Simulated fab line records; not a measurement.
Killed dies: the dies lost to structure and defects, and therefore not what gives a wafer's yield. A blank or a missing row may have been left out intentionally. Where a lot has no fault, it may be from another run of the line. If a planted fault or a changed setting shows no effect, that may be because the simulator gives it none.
fab line records ; flow n5-finfet
[record] lots = 6; wafers = 17; last-day = 18
route steps=1938 shown BEOL_M3@999 BEOL_M4@1111 PASSIVATION@1936
lots with no fault: from the same line, run without faults
start-h: hours from the record's first day to the start of the lot's first wafer shown ; wait-h: how many hours have passed since the lot's step before this one ; " unchanged from the row above ; L1.1+2: a single row standing in for several wafers ; - no value, or no start given ; * or withheld: withheld ; < > ~ a bound
route shown NAME@n: a module of which the file shows steps, and the number in the route of the first ; usual: mean and standard deviation over wafers with no fault ; same: alike in all rows ; chamber/n: place in a boat ; sites: the reading at each site ; _std_site: the standard deviation of these ; _edge_site: the outer-site mean with the inner-site mean subtracted ; radius-mm: for every site, how far away it sits from the centre of the wafer ; mask NAME#n: copy n ; behind: tool/chamber where the wafer was last shaped ; hold: why the lot was held/for how many hours/how that ended ; device: names the non-switching transistor (n, p or np) ; end of line: the route-end tests of the same wafers ; a step given without rows: its recipe and nothing more ; killed: the dies lost at the first sort to structure and to defects; this is not the yield of the wafer ; map: a wafer's dies, marking killed ones x, the rest . and places with no die _
set.NAME: the setting the step ran with; set.NAME@STEP: the setting that earlier step ran with ; model.NAME: the simulator's own value behind a step, which no gauge read
lots at some steps of the route; a table a step, a row a wafer
services: when a tool's chamber went out of use (start-h, in hours from the record's first day, below 0 if earlier), for how many hours, and the reason
[[steps]]
[step N5_BEOL_M3_ANNEAL_82]
[recipe] temp-c = 400; time-s = 240; ambient = vacuum
[usual] heater-power-w = 792/74
lot.wafer;tool;chamber;start-h;wait-h;heater-power-w
L764.2;pvd-sputter-01;-;177.60;0.0;772
L764.4;pvd-sputter-01;-;177.60;0.0;814
L764.5;pvd-sputter-01;-;177.60;0.0;810
L762.1;pvd-sputter-01;-;179.44;0.0;794
L762.3;pvd-sputter-01;-;179.44;0.0;833
L762.5;pvd-sputter-01;-;179.44;0.0;780
L770.3;pvd-sputter-01;-;215.48;0.0;838
L770.5;pvd-sputter-01;-;215.48;0.0;822
L770.6;pvd-sputter-01;-;215.48;0.0;810
L778.1;pvd-sputter-02;-;270.75;0.0;732
L778.2;pvd-sputter-02;-;270.75;0.0;911
L779.1;pvd-sputter-02;-;273.23;0.0;907
L779.2;pvd-sputter-02;-;273.23;0.0;734
L779.5;pvd-sputter-02;-;273.23;0.0;731
L783.1;pvd-sputter-03;-;308.32;0.0;826
L783.5;pvd-sputter-03;-;308.32;0.0;716
L783.6;pvd-sputter-03;-;308.32;0.0;696
[step N5_BEOL_M3_SPUTTER_86]
[recipe] material = Cu; target-thk-a = 45; temp-c = -20; chamber-pressure-pa = 0.07; power-w = withheld; time-s = 8.29
[step N5_BEOL_M3_ANNEAL_87]
[recipe] temp-c = 400; time-s = 240; ambient = vacuum
[usual] heater-power-w = 791/75
lot.wafer;tool;chamber;start-h;wait-h;heater-power-w
L764.2;pvd-sputter-01;-;177.82;0.0;772
L764.4;pvd-sputter-01;-;177.82;0.0;857
L764.5;pvd-sputter-01;-;177.82;0.0;805
L762.1;pvd-sputter-01;-;179.66;0.0;790
L762.3;pvd-sputter-01;-;179.66;0.0;824
L762.5;pvd-sputter-01;-;179.66;0.0;774
L770.3;pvd-sputter-01;-;215.70;0.0;826
L770.5;pvd-sputter-01;-;215.70;0.0;774
L770.6;pvd-sputter-01;-;215.70;0.0;802
L778.1;pvd-sputter-02;-;270.97;0.0;720
L778.2;pvd-sputter-02;-;270.97;0.0;940
L779.1;pvd-sputter-02;-;273.45;0.0;913
L779.2;pvd-sputter-02;-;273.45;0.0;731
L779.5;pvd-sputter-02;-;273.45;0.0;729
L783.1;pvd-sputter-03;-;308.54;0.0;806
L783.5;pvd-sputter-03;-;308.54;0.0;722
L783.6;pvd-sputter-03;-;308.54;0.0;687
[step N5_BEOL_M3_SPUTTER_88]
[recipe] material = Cu; target-thk-a = 45; temp-c = -20; chamber-pressure-pa = 0.07; power-w = withheld; time-s = 8.29
[step N5_BEOL_M3_ANNEAL_89]
[recipe] temp-c = 400; time-s = 240; ambient = vacuum
[step N5_BEOL_M3_SPUTTER_90]
[recipe] material = Cu; target-thk-a = 45; temp-c = -20; chamber-pressure-pa = 0.07; power-w = withheld; time-s = 8.29
[step N5_BEOL_M3_ANNEAL_91]
[recipe] temp-c = 400; time-s = 240; ambient = vacuum
[step N5_BEOL_M3_SPUTTER_92]
[recipe] material = Cu; target-thk-a = 45; temp-c = -20; chamber-pressure-pa = 0.07; power-w = withheld; time-s = 8.29
[step N5_BEOL_M3_ANNEAL_93]
[recipe] temp-c = 400; time-s = 240; ambient = vacuum
[usual] heater-power-w = 791/75
lot.wafer;tool;chamber;start-h;wait-h;heater-power-w
L764.2;pvd-sputter-01;-;178.48;0.0;760
L764.4;pvd-sputter-01;-;178.48;0.0;808
L764.5;pvd-sputter-01;-;178.48;0.0;793
L762.1;pvd-sputter-01;-;180.32;0.0;765
L762.3;pvd-sputter-01;-;180.32;0.0;832
L762.5;pvd-sputter-01;-;180.32;0.0;781
L770.3;pvd-sputter-01;-;216.36;0.0;851
L770.5;pvd-sputter-01;-;216.36;0.0;781
L770.6;pvd-sputter-01;-;216.36;0.0;815
L778.1;pvd-sputter-02;-;271.63;0.0;739
L778.2;pvd-sputter-02;-;271.63;0.0;951
L779.1;pvd-sputter-02;-;274.11;0.0;901
L779.2;pvd-sputter-02;-;274.11;0.0;752
L779.5;pvd-sputter-02;-;274.11;0.0;730
L783.1;pvd-sputter-03;-;309.20;0.0;829
L783.5;pvd-sputter-03;-;309.20;0.0;742
L783.6;pvd-sputter-03;-;309.20;0.0;703
[step N5_BEOL_M3_SPUTTER_94]
[recipe] material = Cu; target-thk-a = 45; temp-c = -20; chamber-pressure-pa = 0.07; power-w = withheld; time-s = 8.29
[usual] throttle-valve-pct = 29.7/0.96
lot.wafer;tool;chamber;start-h;wait-h;throttle-valve-pct
L764.2;pvd-sputter-01;-;178.62;0.1;30.9
L764.4;pvd-sputter-01;-;178.62;0.1;30.5
L764.5;pvd-sputter-01;-;178.62;0.1;29.3
L762.1;pvd-sputter-01;-;180.46;0.1;30.6
L762.3;pvd-sputter-01;-;180.46;0.1;30.5
L762.5;pvd-sputter-01;-;180.46;0.1;30.7
L770.3;pvd-sputter-01;-;216.50;0.1;30.6
L770.5;pvd-sputter-01;-;216.50;0.1;29.2
L770.6;pvd-sputter-01;-;216.50;0.1;31.7
L778.1;pvd-sputter-02;-;271.77;0.1;29.8
L778.2;pvd-sputter-02;-;271.77;0.1;29.0
L779.1;pvd-sputter-02;-;274.25;0.1;28.3
L779.2;pvd-sputter-02;-;274.25;0.1;30.0
L779.5;pvd-sputter-02;-;274.25;0.1;29.2
L783.1;pvd-sputter-03;-;309.34;0.1;28.7
L783.5;pvd-sputter-03;-;309.34;0.1;30.4
L783.6;pvd-sputter-03;-;309.34;0.1;30.1
[step N5_BEOL_M3_ANNEAL_95]
[recipe] temp-c = 400; time-s = 240; ambient = vacuum
[step N5_BEOL_M3_SPUTTER_96]
[recipe] material = Cu; target-thk-a = 45; temp-c = -20; chamber-pressure-pa = 0.07; power-w = withheld; time-s = 8.29
[usual] throttle-valve-pct = 29.7/0.95
lot.wafer;tool;chamber;start-h;wait-h;throttle-valve-pct
L764.2;pvd-sputter-01;-;178.84;0.1;30.8
L764.4;pvd-sputter-01;-;178.84;0.1;30.7
L764.5;pvd-sputter-01;-;178.84;0.1;29.4
L762.1;pvd-sputter-01;-;180.68;0.1;30.6
L762.3;pvd-sputter-01;-;180.68;0.1;30.5
L762.5;pvd-sputter-01;-;180.68;0.1;30.6
L770.3;pvd-sputter-01;-;216.72;0.1;30.7
L770.5;pvd-sputter-01;-;216.72;0.1;29.4
L770.6;pvd-sputter-01;-;216.72;0.1;31.6
L778.1;pvd-sputter-02;-;271.99;0.1;29.8
L778.2;pvd-sputter-02;-;271.99;0.1;28.8
L779.1;pvd-sputter-02;-;274.47;0.1;28.1
L779.2;pvd-sputter-02;-;274.47;0.1;30.0
L779.5;pvd-sputter-02;-;274.47;0.1;29.2
L783.1;pvd-sputter-03;-;309.56;0.1;28.9
L783.5;pvd-sputter-03;-;309.56;0.1;30.6
L783.6;pvd-sputter-03;-;309.56;0.1;30.3
[step N5_BEOL_M3_ECD_50]
[recipe] material = Cu; target-thk-a = 3000
lot.wafer;tool;chamber;start-h;wait-h;model.Cu_of_BEOL_M3_ECD_50.thk-nm
L764.2;ecd-cu-01;1;178.95;0.1;300.8
L764.4;ecd-cu-01;1;178.95;0.1;303
L764.5;ecd-cu-01;0;178.95;0.1;299.6
L762.1;ecd-cu-02;0;180.79;0.1;302.8
L762.3;ecd-cu-02;0;180.79;0.1;300.2
L762.5;ecd-cu-02;0;180.79;0.1;304.8
L770.3;ecd-cu-02;0;216.86;0.1;302.2
L770.5;ecd-cu-02;1;216.86;0.1;304.8
L770.6;ecd-cu-02;0;216.86;0.1;295
L778.1;ecd-cu-01;0;272.11;0.1;179
L778.2;ecd-cu-01;1;272.11;0.1;177
L779.1;ecd-cu-01;1;274.66;0.1;175.8
L779.2;ecd-cu-01;0;274.66;0.1;180.4
L779.5;ecd-cu-01;0;274.66;0.1;298
L783.1;ecd-cu-02;1;309.68;0.1;301.8
L783.5;ecd-cu-02;1;309.68;0.1;296.6
L783.6;ecd-cu-02;0;309.68;0.1;296
[step N5_BEOL_M3_ANNEAL_51]
[recipe] temp-c = 225; time-s = 90; ambient = N2
[step N5_BEOL_M3_CMP_52]
[recipe] stop-on = SiOC; t-overpolish-s = 6.8; down-force-psi = 1; platen-rpm = 50; clearing-platen-down-force-psi = 1.5; clearing-platen-rpm = 50; post-cmp-clean = cu-alkaline; target-thk-nm = 40; clearing-platen-pad-velocity-m-s = 0.99484; pad-velocity-m-s = 0.99484
[usual] motor-current-A = 6.2/0.47; time-to-endpoint-s = 61/3.6
lot.wafer;tool;chamber;start-h;wait-h;motor-current-A;time-to-endpoint-s
L764.4;cmp-04;1;179.33;0.1;6.1;68
L764.2;cmp-04;0;179.33;0.1;6.8;61
L764.5;cmp-04;2;179.33;0.1;6.8;58
L762.1;cmp-04;1;181.21;0.3;6.8;67
L762.3;cmp-04;3;181.21;0.3;5.5;59
L762.5;cmp-04;1;181.21;0.3;6.1;63
L770.3;cmp-01;0;217.25;0.2;6.3;64
L770.6;cmp-01;3;217.25;0.2;7.0;63
L770.5;cmp-01;0;217.25;0.2;6.4;62
L778.2;cmp-04;2;272.56;0.3;6.9;34
L778.1;cmp-04;3;272.56;0.3;5.8;35
L779.1;cmp-01;2;275.39;0.3;5.3;33
L779.2;cmp-01;0;275.39;0.3;6.3;33
L779.5;cmp-01;2;275.39;0.3;5.4;56
L783.1;cmp-01;3;310.05;0.3;6.1;61
L783.5;cmp-01;3;310.05;0.3;6.7;62
L783.6;cmp-01;0;310.05;0.3;6.3;58
[step N5_BEOL_M3_THK_MEAS_53]
[recipe] thk-meas-gauge = xrf; reads = Cu_of_BEOL_M3_ECD_50
[usual] M3_THK = 40.0/1.9
lot.wafer;tool;chamber;start-h;wait-h;M3_THK[nm]
L764.2;film-metro-01;-;179.62;-;37.6
L764.4;film-metro-01;-;179.62;-;44.3
L764.5;film-metro-01;-;179.62;-;40.2
L762.1;film-metro-02;-;181.47;-;38.7
L762.3;film-metro-02;-;181.47;-;40.5
L762.5;film-metro-02;-;181.47;-;42.0
L770.3;film-metro-02;-;217.51;-;38.8
L770.5;film-metro-02;-;217.51;-;38.7
L770.6;film-metro-02;-;217.51;-;41.2
L778.1;film-metro-01;-;272.78;-;39.3
L778.2;film-metro-01;-;272.78;-;39.3
L779.1;film-metro-02;-;275.69;-;39.2
L779.2;film-metro-02;-;275.69;-;39.1
L779.5;film-metro-02;-;275.69;-;39.7
L783.1;film-metro-01;-;310.35;-;39.0
L783.5;film-metro-01;-;310.35;-;42.1
L783.6;film-metro-01;-;310.35;-;40.6
[step N5_BEOL_M4_RC_MEAS_101]
[usual] DIBL_N = 37.1/1.8; DIBL_P = 37.2/2.1; IOFF_N = 0.17/0.033; IOFF_P = 0.22/0.037; ION_N = 680/11; ION_P = 464/7.7; SS_N = 71.7/0.63; SS_P = 73.6/0.67; VT_N = 248.9/2.9; VT_P = -251/3.6
lot.wafer;tool;chamber;start-h;wait-h;DIBL_N[mV/V];DIBL_P[mV/V];IOFF_N[nA/um];IOFF_P[nA/um];ION_N[uA/um];ION_P[uA/um];SS_N[mV/dec];SS_P[mV/dec];VT_N[mV];VT_P[mV]
L764.2;prober-02;0;191.09;0.2;35.8;35.6;0.14;0.17;672;452;71.5;72.8;250.0;-258
L764.4;prober-02;0;191.09;0.2;36.4;37.6;0.15;0.20;678;461;71.6;74.2;250.5;-254
L764.5;prober-02;0;191.09;0.2;35.3;36.2;0.14;0.18;678;466;71.3;73.3;249.9;-256
L762.1;prober-02;0;193.53;0.0;35.8;37.5;0.18;0.26;710;487;71.3;73.6;244.3;-245
L762.3;prober-02;0;193.53;0.0;33.9;34.4;0.13;0.21;663;463;71.1;73.0;250.9;-248
L762.5;prober-02;0;193.53;0.0;34.7;35.0;0.15;0.21;691;473;71.5;72.8;249.8;-249
L770.3;prober-01;0;235.60;0.3;38.3;38.2;0.19;0.23;688;465;71.2;73.3;247.2;-250
L770.5;prober-01;0;235.60;0.3;38.8;38.0;0.21;0.23;690;465;72.1;73.5;249.8;-250
L770.6;prober-01;0;235.60;0.3;37.8;38.4;0.18;0.24;685;468;71.5;73.5;247.9;-247
L778.1;prober-01;0;285.70;0.0;39.7;38.9;0.21;0.24;684;457;72.8;74.4;250.0;-250
L778.2;prober-01;0;285.70;0.0;34.7;34.4;0.12;0.18;661;459;70.8;72.4;250.6;-252
L779.1;prober-01;0;286.63;0.3;35.1;36.7;0.14;0.20;674;461;70.9;73.1;250.6;-250
L779.2;prober-01;0;286.63;0.3;37.7;39.0;0.19;0.24;686;472;71.8;74.3;246.5;-247
L779.5;prober-01;0;286.63;0.3;35.5;37.1;0.15;0.21;673;466;71.5;73.5;249.9;-249
L783.1;prober-02;0;322.70;0.0;37.2;35.6;0.14;0.18;654;453;72.0;73.4;252.4;-253
L783.5;prober-02;0;322.70;0.0;37.6;37.6;0.15;0.21;672;462;71.8;73.4;248.3;-249
L783.6;prober-02;0;322.70;0.0;39.4;38.4;0.18;0.22;689;462;72.2;73.1;248.2;-249
[step N5_PASSIVATION_PROBE_49]
[usual] defect-limited-yield = 91.7/1.5; killed_at_M0_to_M3 = 32/10; killed_at_M4_up = 14/5.3; killed-at-contacts = 13/5.7; killed-at-front-end = 37/10; killed-at-other = 3.3/2.5; killed-dies = 98/18; killed-on-rim = 13/3.6; killed-open = 65/13; killed-short = 31/7.5; sort_bin_5_function = 4.9/0.91; sort_bin_6_memory = 3.1/0.71; sort-n-pass = 1082/18; sort-yield-pct = 91.7/1.5
[same] gross-dies = 1180; killed-at-back-side = 0; sort_bin_4_leakage[%] = 0; sort_bin_8_speed[%] = 0
lot.wafer;tool;chamber;start-h;wait-h;defect-limited-yield[%];killed_at_M0_to_M3;killed_at_M4_up;killed-at-contacts;killed-at-front-end;killed-at-other;killed-dies;killed-on-rim;killed-open;killed-short;sort_bin_5_function[%];sort_bin_6_memory[%];sort-n-pass;sort-yield-pct[%]
L764.2;prober-01;-;300.43;0.1;92.3;28;14;6;39;4;91;14;57;27;4.7;2.1;1089;92.3
L764.4;prober-01;-;300.53;0.2;94.5;18;4;12;29;2;65;7;46;19;3.1;2.4;1115;94.5
L764.5;prober-01;-;300.58;0.2;92.5;24;11;11;41;2;89;8;63;19;4.1;2.8;1091;92.5
L762.1;prober-02;-;301.90;0.0;92.9;15;16;6;43;4;84;11;52;26;4.8;1.9;1096;92.9
L762.3;prober-02;-;302.00;0.1;91.3;27;24;14;30;8;103;14;60;39;4.7;3.6;1077;91.3
L762.5;prober-02;-;302.10;0.2;92.6;23;15;9;34;6;87;8;52;33;4.6;2.5;1093;92.6
L778.1;prober-02;-;394.27;0.0;90.8;29;27;15;38;0;109;19;75;32;5.4;3.5;1071;90.8
L778.2;prober-02;-;394.32;0.1;90.3;45;18;13;38;0;114;13;64;47;5.3;4.0;1066;90.3
// killed by level:class
L764.2 BEOL_M0_SAQP:geometric-particle:open=8 FIN_SAQP:geometric-particle:short=7 DUMMY_GATE:geometric-particle:open=7 BEOL_M0_SAQP:geometric-particle:short=7 BEOL_M4:geometric-particle:open=7 FIN_SAQP:geometric-particle:open=6 HKMG_FIN:area-etch=6 BEOL_M2:geometric-particle:open=5
L764.4 MOL_CONTACT_COAG:geometric-particle:open=11 BEOL_M0_SAQP:geometric-particle:open=8 STI_FIN_REVEAL:geometric-particle:open=7 BEOL_M1:geometric-particle:open=5 BEOL_M0_SAQP:geometric-particle:short=4 DUMMY_GATE:geometric-particle:short=3 DUMMY_GATE:geometric-particle:open=3 FIN_SAQP:geometric-particle:open=2
L764.5 MOL_CONTACT_COAG:geometric-particle:open=10 STI_FIN_REVEAL:geometric-particle:open=7 HKMG_FIN:area-etch=7 BEOL_M0_SAQP:geometric-particle:short=6 BEOL_M2:geometric-particle:open=6 BEOL_M4:geometric-particle:open=6 FIN_SAQP:geometric-particle:open=5 DUMMY_GATE:geometric-particle:open=5
L762.1 GATE_CUT:geometric-particle:short=12 STI_FIN_REVEAL:geometric-particle:open=9 BEOL_M4:geometric-particle:open=8 GATE_CUT:geometric-particle:open=5 FIN_SAQP:geometric-particle:short=4 MOL_CONTACT_COAG:geometric-particle:open=4 BEOL_M2:geometric-particle:open=4 BEOL_M5:geometric-particle:open=4
L762.3 MOL_CONTACT_COAG:geometric-particle:open=11 BEOL_M4:geometric-particle:short=7 BEOL_M4:geometric-particle:open=7 BEOL_M0_SAQP:geometric-particle:short=6 BEOL_M0_SAQP:geometric-particle:open=6 BEOL_M3:geometric-particle:open=6 STI_FIN_REVEAL:geometric-particle:open=4 FIN_SAQP:geometric-particle:short=3
L762.5 GATE_CUT:geometric-particle:short=9 MOL_CONTACT_COAG:geometric-particle:open=8 BEOL_M2:geometric-particle:open=6 BEOL_M4:geometric-particle:open=6 STARTING-WAFER:geometric-particle:open=5 BEOL_M0_SAQP:geometric-particle:open=4 FIN_SAQP:geometric-particle:short=3 GATE_CUT:geometric-particle:open=3
L778.1 MOL_CONTACT_COAG:geometric-particle:open=14 FIN_SAQP:geometric-particle:open=10 BEOL_M4:geometric-particle:open=10 BEOL_M0_SAQP:geometric-particle:short=8 BEOL_M5:geometric-particle:open=7 BEOL_M0_SAQP:geometric-particle:open=6 BEOL_M1:geometric-particle:open=6 FIN_SAQP:geometric-particle:short=5
L778.2 BEOL_M0_SAQP:geometric-particle:short=22 BEOL_M0_SAQP:geometric-particle:open=12 MOL_CONTACT_COAG:geometric-particle:open=9 DUMMY_GATE:geometric-particle:open=8 BEOL_M5:geometric-particle:open=7 STI_FIN_REVEAL:geometric-particle:open=6 BEOL_M1:geometric-particle:open=6 FIN_SAQP:geometric-particle:short=4
[[services]]
tool;chamber;start-h;hours;kind
cmp-01;-;172.77;16.3;pm
ecd-cu-02;-;179.62;0.5;repair
cmp-04;-;212.74;4.0;pm
cmp-04;-;216.74;-;consumable-replace:conditioner
cmp-04;-;216.74;-;consumable-replace:pad
cmp-01;-;223.51;9.1;repair
ecd-cu-02;-;225.02;2.5;pm
cmp-01;-;256.89;4.0;pm
cmp-01;-;260.89;-;consumable-replace:conditioner
cmp-01;-;260.89;-;consumable-replace:pad
cmp-01;-;264.15;4.2;pm
ecd-cu-02;-;271.46;1.8;repair
cmp-04;-;276.61;1.3;repair
[[key]]
[first-sign] step = N5_BEOL_M3_CMP_52; reading = time-to-endpoint-s; direction = down; sigmas = 7.7; usual = *; struck = *
effect none on later readings
[model-effect] step = N5_BEOL_M3_ECD_50; value = Cu_of_BEOL_M3_ECD_50.thk-nm; without = 300.6; struck = 178.1
met-at N5_BEOL_M3_ECD_50
struck-wafers L778.1,L778.2,L779.1,L779.2
onset-between 178.95 272.11
[fault] kind = process-parameter-drift; tool = ecd-cu-01; chamber = -; onset-h = 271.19; steps = N5_BEOL_M3_ECD_50; channel = target-thk-a; offset = *; shape = step; end-h = 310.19; scope = struck-wafers-only; acts-in = *; stated = *
